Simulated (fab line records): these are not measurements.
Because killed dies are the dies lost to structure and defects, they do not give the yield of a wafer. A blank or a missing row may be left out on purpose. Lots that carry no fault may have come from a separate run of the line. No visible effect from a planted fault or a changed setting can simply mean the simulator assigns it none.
Chamber matching :: flow n5 finfet :: pecvd-02 running N5_BEOL_M8_DEP_56: 3 sister chambers
The step deposits SiCN from 3MS/NH3, target thk 10 nm, time 17.5 s. 3 wafers are shown with their chamber, then 10 later ones without.

WAFERS WITH THEIR CHAMBER
wafer: L081.3
chamber: 0
showerhead plenum p Torr (Torr): 3.664

wafer: L084.4
chamber: 2
showerhead plenum p Torr (Torr): 3.680

wafer: L087.5
chamber: 1
showerhead plenum p Torr (Torr): 3.658

WAFERS MISSING THEIR CHAMBER
wafer: L087.6
showerhead plenum p Torr (Torr): 3.668

wafer: L091.1
showerhead plenum p Torr (Torr): 3.667

wafer: L091.2
showerhead plenum p Torr (Torr): 3.672

wafer: L091.4
showerhead plenum p Torr (Torr): 3.654

wafer: L094.3
showerhead plenum p Torr (Torr): 3.659

wafer: L094.5
showerhead plenum p Torr (Torr): 3.656

wafer: L094.6
showerhead plenum p Torr (Torr): 3.678

wafer: L093.1
showerhead plenum p Torr (Torr): 3.652

wafer: L093.2
showerhead plenum p Torr (Torr): 3.668

wafer: L093.4
showerhead plenum p Torr (Torr): 3.672

WHICH CHAMBER EACH ONE RAN IN
wafer: L087.6
from the rows above: can't be placed: 0 or 1 or 2
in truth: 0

wafer: L091.1
from the rows above: can't be placed: 0 or 1
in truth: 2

wafer: L091.2
from the rows above: can't be placed: 0 or 2 or 1
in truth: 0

wafer: L091.4
from the rows above: can't be placed: 1 or 0
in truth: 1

wafer: L094.3
from the rows above: can't be placed: 1 or 0
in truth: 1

wafer: L094.5
from the rows above: can't be placed: 1 or 0
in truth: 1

wafer: L094.6
from the rows above: 2
in truth: 2

wafer: L093.1
from the rows above: can't be placed: 1 or 0
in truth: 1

wafer: L093.2
from the rows above: can't be placed: 0 or 1 or 2
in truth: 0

wafer: L093.4
from the rows above: can't be placed: 0 or 2 or 1
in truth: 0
Correctly placed: 1 of 10. Can't be placed from these rows: 9 (the true chamber is among the candidates in 8). Placed wrongly: 0.
How it was worked out, from the rows above alone: a wafer's distance from a chamber is the root of the sum, over the readings, of the square of ((its reading less the chamber's mean) divided by the reading's scatter). If the next closest chamber is less than 2 further off than the closest, the wafer can't be placed; otherwise it belongs to the closest. For every chamber, the mean is computed from those of its wafers that are shown. The scatter: root of mean squared gap, hidden wafer to nearest shown wafer, with one shown wafer a chamber.
